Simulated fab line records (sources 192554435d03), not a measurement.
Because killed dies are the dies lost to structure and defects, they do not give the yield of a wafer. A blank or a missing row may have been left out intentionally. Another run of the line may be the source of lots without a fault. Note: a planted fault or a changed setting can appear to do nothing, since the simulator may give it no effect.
Commonality check across tools ; flow n5-finfet ; Sampled: 11 lots, 32 wafers

## REASON FOR OPENING
Of 11 lots, 3 have the reading V13_OVL flagged at N5_BEOL_M14_OVL_MEAS_11. Wafers without a fault read -3 nm, standard deviation 5.
Rule: a lot gets a flag if all its wafers with a number sit over 4 standard deviations from that mean, or if no wafer of it has a number. The rest of the lots are taken to be sound.

lot;measured;on;V13_OVL (nm), wafer by wafer;flag
L744;day 11 12:32;overlay-01;-11 -2 -9;
L745;day 12 07:07;overlay-02;9 7 7;
L748;day 13 03:40;overlay-01;37 40 30;FLAGGED
L749;day 13 04:52;overlay-01;47 53 48;FLAGGED
L750;day 13 07:12;overlay-02;38 36 40;FLAGGED
L752;day 13 19:47;overlay-01;1 -2 -7;
L754;day 14 01:15;overlay-01;-10 -2 -2;
L759;day 15 08:49;overlay-02;-6 -8 -4;
L762;day 16 02:52;overlay-02;-4 -1 2;
L763;day 16 09:08;overlay-01;-17 -14 -4;
L767;day 17 11:21;overlay-02;-5 -4;
On average the flagged lots' numbers are 41 nm, which is +44 nm against the usual, or +9 standard deviations.

## WHICH TOOL RAN EACH LOT
The record holds 4 process steps before the reading, out of a route of 1938 steps. Cell contents, in order: the tool; ch with the chambers the sampled wafers went through; the start.
lot;flag;N5_BEOL_M13_SPUTTER_45;N5_BEOL_M13_ANNEAL_48;N5_BEOL_M13_DEP_53;N5_BEOL_M14_EXPOSE_07
L744;;pvd-sputter-02, day 11 10:39;rtp-anneal-02 ch 0, day 11 11:19;pecvd-01 ch 1,2, day 11 11:53;krf-scanner-01 ch 0, day 11 12:20
L745;;pvd-sputter-02, day 12 05:23;rtp-anneal-01 ch 0, day 12 05:40;pecvd-03 ch 0,2, day 12 06:20;krf-scanner-01 ch 0, day 12 06:55
L748;FLAGGED;pvd-sputter-02, day 13 01:57;rtp-anneal-02 ch 0, day 13 02:17;pecvd-01 ch 0,2, day 13 02:53;krf-scanner-01 ch 0, day 13 03:28
L749;FLAGGED;pvd-sputter-03, day 13 02:52;rtp-anneal-01 ch 0, day 13 03:17;pecvd-03 ch 0,1, day 13 04:13;krf-scanner-01 ch 0, day 13 04:40
L750;FLAGGED;pvd-sputter-02, day 13 05:13;rtp-anneal-02 ch 0, day 13 05:40;pecvd-04 ch 0,1,2, day 13 06:34;krf-scanner-01 ch 0, day 13 07:01
L752;;pvd-sputter-03, day 13 17:59;rtp-anneal-02 ch 0, day 13 18:19;pecvd-03 ch 0,1,2, day 13 18:55;krf-scanner-02 ch 0, day 13 19:35
L754;;pvd-sputter-02, day 13 23:39;rtp-anneal-02 ch 0, day 13 23:56;pecvd-04 ch 0,1,2, day 14 00:35;krf-scanner-02 ch 0, day 14 01:02
L759;;pvd-sputter-03, day 15 07:06;rtp-anneal-01 ch 0, day 15 07:23;pecvd-01 ch 1,2, day 15 08:02;krf-scanner-02 ch 0, day 15 08:37
L762;;pvd-sputter-01, day 16 01:10;rtp-anneal-02 ch 0, day 16 01:26;pecvd-04 ch 0,1,2, day 16 02:05;krf-scanner-02 ch 0, day 16 02:40
L763;;pvd-sputter-01, day 16 07:01;rtp-anneal-02 ch 0, day 16 07:48;pecvd-03 ch 0,1,2, day 16 08:28;krf-scanner-02 ch 0, day 16 08:55
L767;;pvd-sputter-01, day 17 08:53;rtp-anneal-02 ch 0, day 17 09:56;pecvd-01 ch 2, day 17 10:33;krf-scanner-02 ch 0, day 17 11:09
What these steps do:
- N5_BEOL_M13_SPUTTER_45: material Cu, target thk 80 nm, time 13.33 s.
- N5_BEOL_M13_ANNEAL_48: time 90 s.
- N5_BEOL_M13_DEP_53: deposits SiCN from 3MS/NH3, target thk 50 nm, time 17.8 s.
- N5_BEOL_M14_EXPOSE_07: exposes mask V13.
- N5_BEOL_M14_OVL_MEAS_11

## FLAGGED OVER TOTAL, TOOL BY TOOL (the gauges that took the reading come last)
step;tool;lots run;flagged;share of the flagged lots;sound lots run after its first flagged lot
N5_BEOL_M13_SPUTTER_45;pvd-sputter-01;3;0;none;-
N5_BEOL_M13_SPUTTER_45;pvd-sputter-02;5;2;some;1 (L754)
N5_BEOL_M13_SPUTTER_45;pvd-sputter-03;3;1;some;2 (L752,L759)
N5_BEOL_M13_ANNEAL_48;rtp-anneal-01;3;1;some;1 (L759)
N5_BEOL_M13_ANNEAL_48;rtp-anneal-02;8;2;some;5 (L752,L754,L762,L763,L767)
N5_BEOL_M13_DEP_53;pecvd-01;4;1;some;2 (L759,L767)
N5_BEOL_M13_DEP_53;pecvd-03;4;1;some;2 (L752,L763)
N5_BEOL_M13_DEP_53;pecvd-04;3;1;some;2 (L754,L762)
N5_BEOL_M14_EXPOSE_07;krf-scanner-01;5;3;all;0
N5_BEOL_M14_EXPOSE_07;krf-scanner-02;6;0;none;-
N5_BEOL_M14_OVL_MEAS_11;overlay-01;6;2;some;3 (L752,L754,L763)
N5_BEOL_M14_OVL_MEAS_11;overlay-02;5;1;some;3 (L759,L762,L767)

## THE TABLE: WHAT IT ALLOWS
All flagged lots share 1 row of the table, namely krf-scanner-01 at N5_BEOL_M14_EXPOSE_07.
- krf-scanner-01 at N5_BEOL_M14_EXPOSE_07 ran 5 lots, 3 of them flagged. A fault beginning between L745 (day 12 06:55), its last sound lot, and L748 (day 13 03:28), its first flagged one, fits the data.
krf-scanner-01 at N5_BEOL_M14_EXPOSE_07 is the single tool remaining.

## WHAT THE SIMULATOR PUT IN
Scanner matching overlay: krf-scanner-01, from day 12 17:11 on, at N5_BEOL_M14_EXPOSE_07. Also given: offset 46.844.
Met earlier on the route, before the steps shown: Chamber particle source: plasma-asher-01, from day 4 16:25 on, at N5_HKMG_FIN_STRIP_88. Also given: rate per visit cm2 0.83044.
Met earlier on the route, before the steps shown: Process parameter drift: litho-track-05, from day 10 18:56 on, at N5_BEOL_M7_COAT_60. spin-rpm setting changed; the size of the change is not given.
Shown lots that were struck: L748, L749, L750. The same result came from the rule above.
